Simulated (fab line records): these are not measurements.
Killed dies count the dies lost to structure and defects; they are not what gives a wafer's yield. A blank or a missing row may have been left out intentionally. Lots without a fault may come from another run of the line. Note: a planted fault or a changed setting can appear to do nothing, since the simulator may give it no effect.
Chamber matching + flow n5Finfet + N5_BEOL_M1_ALD_84 on aldMetal-03 has 4 sister chambers
The step deposits TaN, pulse time 2 s, purge time 3 s, co reactant purge time 2 s. 8 wafers are shown with their chamber, then 10 later ones without.

## WAFERS PAIRED WITH THEIR CHAMBERS
| wafer  | chamber | heaterPowerW (W) | mfcCarrierSccm (sccm) |
|--------|---------|------------------|-----------------------|
| L079.6 | 3       | 415              | 1507                  |
| L080.4 | 3       | 417              | 1496                  |
| L081.4 | 0       | 437              | 1497                  |
| L086.1 | 2       | 471              | 1502                  |
| L086.5 | 1       | 404              | 1496                  |
| L086.6 | 2       | 469              | 1500                  |
| L087.1 | 0       | 452              | 1501                  |
| L087.2 | 1       | 400              | 1491                  |

## WAFERS MISSING THEIR CHAMBER
| wafer  | heaterPowerW (W) | mfcCarrierSccm (sccm) |
|--------|------------------|-----------------------|
| L087.5 | 425              | 1508                  |
| L090.3 | 426              | 1491                  |
| L090.4 | 469              | 1499                  |
| L090.5 | 424              | 1503                  |
| L091.1 | 475              | 1495                  |
| L091.2 | 411              | 1501                  |
| L091.6 | 480              | 1503                  |
| L094.1 | 430              | 1486                  |
| L094.2 | 479              | 1490                  |
| L094.5 | 435              | 1503                  |

## WHICH CHAMBER EACH ONE RAN IN
| wafer  | from the rows above          | in truth |
|--------|------------------------------|----------|
| L087.5 | can't be placed: 3 or 0      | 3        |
| L090.3 | can't be placed: 3 or 0 or 1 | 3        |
| L090.4 | 2                            | 2        |
| L090.5 | 3                            | 3        |
| L091.1 | 2                            | 2        |
| L091.2 | can't be placed: 3 or 1      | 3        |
| L091.6 | 2                            | 2        |
| L094.1 | can't be placed: 0 or 3 or 1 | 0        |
| L094.2 | 2                            | 2        |
| L094.5 | can't be placed: 0 or 3      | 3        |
5 of 10 placed correctly. Not placeable from these rows: 5 (in 5, the candidates include the true chamber). Wrongly placed: 0.
How it was worked out, from the rows above alone: a wafer's distance from a chamber is the root of the sum, over the readings, of the square of ((its reading less the chamber's mean) divided by the reading's scatter). If the next closest chamber is less than 2 further off than the closest, the wafer can't be placed; otherwise it belongs to the closest. Each chamber's mean is taken over the wafers shown for it. The scatter: the root of (the sum of the squares of (reading less its chamber's mean) over the shown wafers, divided by (wafers less chambers)).
